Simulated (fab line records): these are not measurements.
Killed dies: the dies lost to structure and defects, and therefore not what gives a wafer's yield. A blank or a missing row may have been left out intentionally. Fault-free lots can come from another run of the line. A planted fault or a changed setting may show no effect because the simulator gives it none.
One fault through the eyes of 2 desks -- flow nand harc -- numbers are kept per desk, each desk with only its own; the story behind them comes last

## THE TOOL OWNER'S DESK: litho track-01
The tool's own readings at NHARC_P_CONTACT_PEB_10 (peb time 65 s): means of the sampled wafers that have a number, for each lot that ran on this tool. A lot is out of limits, marked OUT, if its mean lies more than 4 standard deviations from the usual mean; the brackets give that distance.
Columns: A = heater power total W at NHARC_P_CONTACT_PEB_10, usual 156.6 W
lot,first seen here,A
L969,day 5 21:40,156.6
L972,day 6 21:19,156.7
L981,day 9 10:14,156.9
L982,day 9 22:16,156.9
Finding of this desk: none of the 4 lots has anything out of limits.

## FROM THE METROLOGY DESK
What the gauges read, lot by lot, whatever tool the lot ran on: means of the sampled wafers that have a number. A lot is out of limits, marked OUT, if its mean lies more than 4 standard deviations from the usual mean; the brackets give that distance.
Columns: A = cd nm at NHARC_P_CONTACT_CD_MEAS_12, usual 89.8 nm
lot,first seen here,A
L966,day 5 15:09,89.7
L968,day 5 20:28,89.7
L967,day 5 20:43,90.0
L969,day 5 21:45,89.1
L970,day 6 15:25,90.2
L971,day 6 15:53,89.8
L972,day 6 21:23,88.7
L973,day 7 05:43,89.9
L974,day 7 12:31,90.3
L981,day 9 10:19,110.8 (+33) OUT
L982,day 9 22:20,107.2 (+28) OUT
L984,day 10 01:34,91.1
L985,day 10 03:47,90.3
L986,day 10 13:24,90.3
This desk's verdict: out of limits on L981, L982, starting with L981 at day 9 10:19 (cd nm at NHARC_P_CONTACT_CD_MEAS_12). In limits: L966, L968, L967, L969, L970, L971, L972, L973, L974, L984, L985, L986.

## BROUGHT TOGETHER
L981, L982 would have let the metrology desk raise an alarm at day 9 10:19.
The desk of the tool owner found nothing out of limits.
On record at the tool owner's desk: L981, L982, within its limits.
On litho track-01, each named lot ran NHARC_P_CONTACT_PEB_10.

## WHAT THE SIMULATOR HAD PUT IN
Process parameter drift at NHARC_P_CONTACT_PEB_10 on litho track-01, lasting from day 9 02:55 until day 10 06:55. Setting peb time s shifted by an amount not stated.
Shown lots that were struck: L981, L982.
Time in hours between the start of the fault and the first out-of-limits reading at each desk: metrology desk, 7.
